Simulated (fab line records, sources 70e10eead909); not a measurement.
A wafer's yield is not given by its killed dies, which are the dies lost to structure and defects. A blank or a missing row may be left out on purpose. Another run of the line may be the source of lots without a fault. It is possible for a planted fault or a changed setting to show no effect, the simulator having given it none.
Which tool did it?    flow nand-harc    33 wafers from 11 lots sampled at 5 of the route's 1302 steps

== WHAT EACH GAUGE READ, for each wafer ==
NHARC_END_SORT_01.
lot   measured      on         killed-at-array
L988  day 28 10:50  prober-01  669 664 669
L989  day 28 21:06  prober-01  670 668 671
L990  day 28 11:41  prober-02  666 669 666

== WHICH TOOL RAN EACH LOT (tool, then ch and the chambers of the sampled wafers, then the start) ==
lot   NHARC_A_STAIRCASE_ETCH_169          NHARC_A_STAIRCASE_ETCH_15                      NHARC_A_STAIRCASE_TRIM_16                      NHARC_A_STAIRCASE_TRIM_26
L981  rie-diel-07 ch 0,1, day 16 09:31    rie-diel-07 ch 0,1,3, day 16 13:05 or earlier  rie-diel-07 ch 1,2,3, day 16 13:05 or earlier  rie-diel-07 ch 0,2,3, day 16 13:05
L980  rie-diel-06 ch 1,2,3, day 16 09:48  rie-diel-06 ch 1,2,3, day 16 13:58 or earlier  rie-diel-06 ch 1,2,3, day 16 13:58 or earlier  rie-diel-06 ch 0,1,2, day 16 13:58
L984  rie-diel-07 ch 1,2, day 17 15:28    rie-diel-06 ch 0,1, day 17 20:50 or earlier    rie-diel-06 ch 0,1,3, day 17 20:50 or earlier  rie-diel-08 ch 0,1, day 17 20:50
L983  rie-diel-07 ch 2,3, day 17 15:31    rie-diel-07 ch 0,1,2, day 17 20:32 or earlier  rie-diel-07 ch 0,1, day 17 20:32 or earlier    rie-diel-06 ch 0,1,3, day 17 20:32
L988  rie-diel-06 ch 1,3, day 19 21:26    rie-diel-08 ch 0,2,3, day 20 01:16 or earlier  rie-diel-08 ch 0,1,3, day 20 01:16 or earlier  rie-diel-07 ch 0,1,2, day 20 01:16
L989  rie-diel-07 ch 1,2, day 19 21:42    rie-diel-08 ch 0,1, day 20 01:35 or earlier    rie-diel-08 ch 0,1,3, day 20 01:35 or earlier  rie-diel-08 ch 0,1, day 20 01:35
L990  rie-diel-07 ch 1,2,3, day 20 01:52  rie-diel-07 ch 0,3, day 20 06:15 or earlier    rie-diel-07 ch 0,3, day 20 06:15 or earlier    rie-diel-08 ch 1,2,3, day 20 06:15
L997  rie-diel-07 ch 1,2,3, day 23 05:13  rie-diel-07 ch 1,2, day 23 09:11 or earlier    rie-diel-07 ch 1,2,3, day 23 09:11 or earlier  rie-diel-07 ch 2,3, day 23 09:11
L999  rie-diel-07 ch 0,2,3, day 24 05:52  rie-diel-07 ch 0,1,3, day 24 09:30 or earlier  rie-diel-07 ch 0,1,3, day 24 09:30 or earlier  rie-diel-07 ch 0,2,3, day 24 09:30
L998  rie-diel-07 ch 0,1,2, day 24 06:13  rie-diel-08 ch 0,1,3, day 24 09:49 or earlier  rie-diel-08 ch 0,1,3, day 24 09:49 or earlier  rie-diel-08 ch 0,1,2, day 24 09:49
L100  rie-diel-08 ch 0,3, day 24 14:56    rie-diel-07 ch 1,2,3, day 24 21:12 or earlier  rie-diel-07 ch 2,3, day 24 21:12 or earlier    rie-diel-08 ch 0,3, day 24 21:12
- NHARC_A_STAIRCASE_ETCH_169: etches the open film in CH3F/O2, target depth 50 nm, time 107.1 s.
- NHARC_A_STAIRCASE_ETCH_15: etches the open film in C4F8/O2, target depth 100 nm, time 40.5 s.
- NHARC_A_STAIRCASE_TRIM_16: chemistry O2, time 211.2 s.
- NHARC_A_STAIRCASE_TRIM_26: chemistry O2, time 211.2 s.

== THE ANSWER, worked out from the rows above alone ==
Rule: what is usual is taken from the lots themselves. Put in order of their means at a reading, lots are off if they are a third of the lots or fewer, leave a main group of 4 or more, and stand apart from it by a gap of 3 or more times the standard deviation of the main group's means; of several such gaps the widest counts. The tables above print the reading to a certain number of digits; a main group whose means all agree to those digits is not used. A lot without any number at a reading at which 4 lots or more have one is off too. Where the step has rows for the other lots, those lots are counted as sound.
Across all readings shown, no lot is off: no conclusion can be drawn from this.

== WHAT WAS PUT IN BY THE SIMULATOR ==
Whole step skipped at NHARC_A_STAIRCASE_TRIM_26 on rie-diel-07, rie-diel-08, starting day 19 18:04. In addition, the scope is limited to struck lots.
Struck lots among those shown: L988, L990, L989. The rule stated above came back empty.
